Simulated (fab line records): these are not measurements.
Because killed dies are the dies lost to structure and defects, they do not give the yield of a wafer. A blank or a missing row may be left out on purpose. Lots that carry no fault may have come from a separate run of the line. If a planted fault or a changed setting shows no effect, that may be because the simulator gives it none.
Matching of chambers || flow nand harc || NHARC_A_STAIRCASE_DEP_259 on pecvd-04: 3 sister chambers
The step deposits SiON, target thk 30 nm. 6 wafers are shown with their chamber, then 7 later ones without.

## WAFERS WITH THEIR CHAMBER
{"wafer": "L084.1", "chamber": 2, "heater power w (W)": 845, "susceptor temp C (C)": 399.96}
{"wafer": "L084.3", "chamber": 1, "heater power w (W)": 791, "susceptor temp C (C)": 399.76}
{"wafer": "L083.5", "chamber": 0, "heater power w (W)": 620, "susceptor temp C (C)": 400.03}
{"wafer": "L083.6", "chamber": 2, "heater power w (W)": 882, "susceptor temp C (C)": 400.28}
{"wafer": "L085.1", "chamber": 1, "heater power w (W)": 754, "susceptor temp C (C)": 400.20}
{"wafer": "L085.3", "chamber": 0, "heater power w (W)": 601, "susceptor temp C (C)": 400.12}

## WAFERS MISSING THEIR CHAMBER
{"wafer": "L085.6", "heater power w (W)": 614, "susceptor temp C (C)": 399.83}
{"wafer": "L087.1", "heater power w (W)": 800, "susceptor temp C (C)": 399.69}
{"wafer": "L087.2", "heater power w (W)": 971, "susceptor temp C (C)": 399.97}
{"wafer": "L087.4", "heater power w (W)": 831, "susceptor temp C (C)": 400.13}
{"wafer": "L090.3", "heater power w (W)": 792, "susceptor temp C (C)": 400.02}
{"wafer": "L090.4", "heater power w (W)": 814, "susceptor temp C (C)": 399.76}
{"wafer": "L090.6", "heater power w (W)": 674, "susceptor temp C (C)": 400.11}

## WHICH CHAMBER EACH WENT THROUGH
{"wafer": "L085.6", "from the rows above": 0, "in truth": 0}
{"wafer": "L087.1", "from the rows above": "can't be placed: 1 or 2", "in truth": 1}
{"wafer": "L087.2", "from the rows above": 2, "in truth": 2}
{"wafer": "L087.4", "from the rows above": "can't be placed: 2 or 1", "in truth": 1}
{"wafer": "L090.3", "from the rows above": 1, "in truth": 1}
{"wafer": "L090.4", "from the rows above": "can't be placed: 1 or 2", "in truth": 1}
{"wafer": "L090.6", "from the rows above": "can't be placed: 0 or 1", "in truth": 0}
Placed correctly: 3 of 7. Not placeable from these rows: 4 (in 4, the candidates include the true chamber). Placed wrongly: 0.
How it was worked out, from the rows above alone: a wafer's distance from a chamber is the root of the sum, over the readings, of the square of ((its reading less the chamber's mean) divided by the reading's scatter). If the next closest chamber is less than 2 further off than the closest, the wafer can't be placed; otherwise it belongs to the closest. Each chamber's mean is taken over the wafers shown for it. The scatter: the root of (the sum of the squares of (reading less its chamber's mean) over the shown wafers, divided by (wafers less chambers)).
